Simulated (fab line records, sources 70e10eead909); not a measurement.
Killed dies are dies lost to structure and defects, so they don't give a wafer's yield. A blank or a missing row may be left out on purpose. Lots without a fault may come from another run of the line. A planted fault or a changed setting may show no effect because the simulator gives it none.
A struck lot beside a sound one | flow nand_harc | 18 steps out of a route of 1302
Sound: wafers L303.3, L303.4, L303.5. Struck: wafers L310.1, L310.3, L310.6. The cause comes at the end.
At each step with rows: each side's tool, then ch and its chambers, then its first start. Under that, the readings that differ: sound wafers | struck wafers | difference of the means | sigmas: that difference in standard deviations of wafers without a fault.
alike: readings whose means differ by less than 2 such deviations, and words and numbers that are the same on both sides. not compared: withheld readings, readings that some wafer has no value for, bounds like >300 that may hide the same value, and numbers for which the record gives no deviation and whose values overlap.
The two part at a step that has a row with sigmas, a row that says differs or no value, or rows on one side only. Numbers that don't overlap but have no deviation are shown without sigmas and don't part them. A reading that every wafer of one side lacks parts them only if that side has two wafers or more.

NHARC_P_GATE_CD_MEAS_46: target cd 720 nm.
  sound on cd_sem-03 ch 0, day 7 23:31; struck on cd_sem-01 ch 0, day 11 11:20
  alike: cd_nm
then, 1 step without rows for these wafers: NHARC_P_GATE_HARDBAKE_47 (time 80 s).
NHARC_P_GATE_DESCUM_48: chemistry O2, time 3 s.
  sound on rie_diel-05 ch 2,3, day 7 23:41; struck on rie_diel-05 ch 0,2,3, day 11 11:32
  alike: drypump_motor_current_A, mfc_ar_sccm, oes_product_au, rf_vpp_V, showerhead_plenum_p_Torr, throttle_valve_pct
  not compared: rf_hours_counter_h
then, 1 step without rows for these wafers: NHARC_P_GATE_IMPLANT_49.
NHARC_P_GATE_STRIP_111: strips in N2/H2, time 250 s.
  sound on plasma_asher-02 ch 0,1, day 8 00:09; struck on plasma_asher-01 ch 0,1, day 11 11:52
  alike: drypump_motor_current_A, heater_power_w
  not compared: rf_hours_counter_h
NHARC_P_GATE_STRIP_75: strips in O2.
  sound on plasma_asher-02 ch 0,1, day 8 00:23; struck on plasma_asher-01 ch 0,1, day 11 12:11
  alike: drypump_motor_current_A, heater_power_w
  not compared: rf_hours_counter_h
then, 6 steps without rows for these wafers: NHARC_P_GATE_STRIP_50 (strips in SPM, time 900 s); NHARC_P_GATE_DEHYDRATE_51 (time 120 s); NHARC_P_GATE_HMDS_52 (time 30 s); NHARC_P_GATE_COAT_53; NHARC_P_GATE_SOFTBAKE_54 (time 95 s); NHARC_P_GATE_EBR_55.
NHARC_P_GATE_EXPOSE_56: exposes mask P PSD, target cd 720 nm.
  sound on krf_scanner-04 ch 0, day 8 01:01; struck on krf_scanner-02 ch 0, day 11 12:56
  reading | sound                   | struck                  | difference | sigmas
  mask    | P_PSD#0 P_PSD#0 P_PSD#0 | P_HVN#0 P_HVN#0 P_HVN#0 | differs    |
  alike: focus_offset_nm, reticle_temp_C
then, 2 steps without rows for these wafers: NHARC_P_GATE_PEB_57 (peb time 85 s); NHARC_P_GATE_DEVELOP_58 (time 70 s).
NHARC_P_GATE_CD_MEAS_59: target cd 720 nm.
  sound on cd_sem-03 ch 0, day 8 01:10; struck on cd_sem-03 ch 0, day 11 13:06
  reading    | sound             | struck | difference                    | sigmas
  cd_nm (nm) | 720.5 719.5 718.0 | - - -  | no value on the struck wafers |
then, 1 step without rows for these wafers: NHARC_P_GATE_HARDBAKE_60 (time 80 s).
-- the record jumps here: 19 days lie between the struck wafers' starts before and after (it left off in module P_GATE and takes up again in module END, whose first step shown is number 1302 of the route) --
NHARC_END_SORT_01:
  the record has rows for the struck wafers here (prober-02 ch 0, day 30 12:40) and none for the sound ones

WHERE THEY PART
First at NHARC_P_GATE_EXPOSE_56; last, within this record, at NHARC_END_SORT_01.

WHY: what the simulator had put in
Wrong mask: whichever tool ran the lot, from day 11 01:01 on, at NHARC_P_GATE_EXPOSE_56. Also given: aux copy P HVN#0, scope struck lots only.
